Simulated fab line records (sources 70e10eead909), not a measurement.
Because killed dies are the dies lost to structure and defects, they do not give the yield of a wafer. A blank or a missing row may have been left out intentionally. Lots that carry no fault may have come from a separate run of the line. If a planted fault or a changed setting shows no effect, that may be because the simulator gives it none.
A struck lot beside a sound one | flow nandHarc | 15 out of 1302 route steps
Sound: wafers L146.4, L146.5, L146.6. Struck: wafers L152.1, L152.2, L152.5. The cause is given at the end.
For every step that has rows: the tool of each side, followed by ch and its chambers, followed by its first start. Under that, the readings that differ: sound wafers | struck wafers | difference of the means | sigmas: that difference in standard deviations of wafers without a fault.
alike: a reading whose means differ by less than 2 such deviations, as well as words and numbers matching on both sides. not compared: withheld readings; readings where some wafer has no value; bounds like >300 that might hide an equal value; numbers whose values overlap and for which the record gives no deviation.
Wherever a step has rows on one side only, a row that says differs or no value, or a row with sigmas, the two part there. Non-overlapping numbers with no deviation appear without sigmas and do not part them. Lack of a reading on every wafer of one side parts them only where that side has two or more wafers.

first, 7 steps without rows for these wafers: NHARC_P_GATE_HMDS_04 (time 30 s); NHARC_P_GATE_COAT_05; NHARC_P_GATE_SOFTBAKE_06 (time 95 s); NHARC_P_GATE_EBR_07; NHARC_P_GATE_EXPOSE_08 (exposes mask P HV); NHARC_P_GATE_PEB_09 (peb time 85 s); NHARC_P_GATE_DEVELOP_10 (time 70 s).
NHARC_P_GATE_CD_MEAS_11: target cd 1640 nm.
  sound on cdSem-02 ch 0, day 5 05:35; struck on cdSem-03 ch 0, day 7 23:16
  alike: cdNm
then, 1 step without rows for these wafers: NHARC_P_GATE_HARDBAKE_12 (time 80 s).
NHARC_P_GATE_DESCUM_13: chemistry O2, time 3 s.
  sound on rieDiel-12 ch 0,3, day 5 05:44; struck on rieDiel-01 ch 0,1, day 7 23:25
reading                      | sound          | struck         | difference | sigmas
showerheadPlenumPTorr (Torr) | 1.90 1.90 1.79 | 2.03 2.05 2.05 | +0.18      | +2
  alike: drypumpMotorCurrentA, o2FlowSccm, oesProductAu, rfVppV, throttleValvePct
  not compared: rfHoursCounterH
then, 2 steps without rows for these wafers: NHARC_P_GATE_ETCH_14 (etches SiO2 in dHF, target depth 48.8 nm); NHARC_P_GATE_STRIP_15 (strips in SPM, time 780 s).
NHARC_P_GATE_PRECLEAN_71: cleans in SC1.
  sound on wetBench-06 ch 0,6,7, day 5 05:58; struck on wetBench-03 ch 4,5,6, day 7 23:39
  not compared: runLengthS
following that, these wafers have no rows for 1 step: NHARC_P_GATE_SRD_72.
-- break in the record here, with 20 days between the starts of the struck wafers on either side (left off in module P_GATE, picked up again in module END, where the first step shown is number 1302 on the route) --
NHARC_END_SORT_01:
  sound on prober-01 ch 0, day 25 03:29; struck on prober-01 ch 0, day 28 04:28
reading       | sound    | struck   | difference | sigmas
killedAtArray | 25 30 19 | 98 81 89 | +65        | +3
killedDies    | 27 35 25 | 99 84 93 | +63        | +3
  alike: killedAtOther, killedAtPeriphery, killedOpen, killedShort

== WHERE THEY PART ==
Last at NHARC_END_SORT_01 as far as this record goes, first at NHARC_P_GATE_DESCUM_13.

WHY: the cause the simulator had injected
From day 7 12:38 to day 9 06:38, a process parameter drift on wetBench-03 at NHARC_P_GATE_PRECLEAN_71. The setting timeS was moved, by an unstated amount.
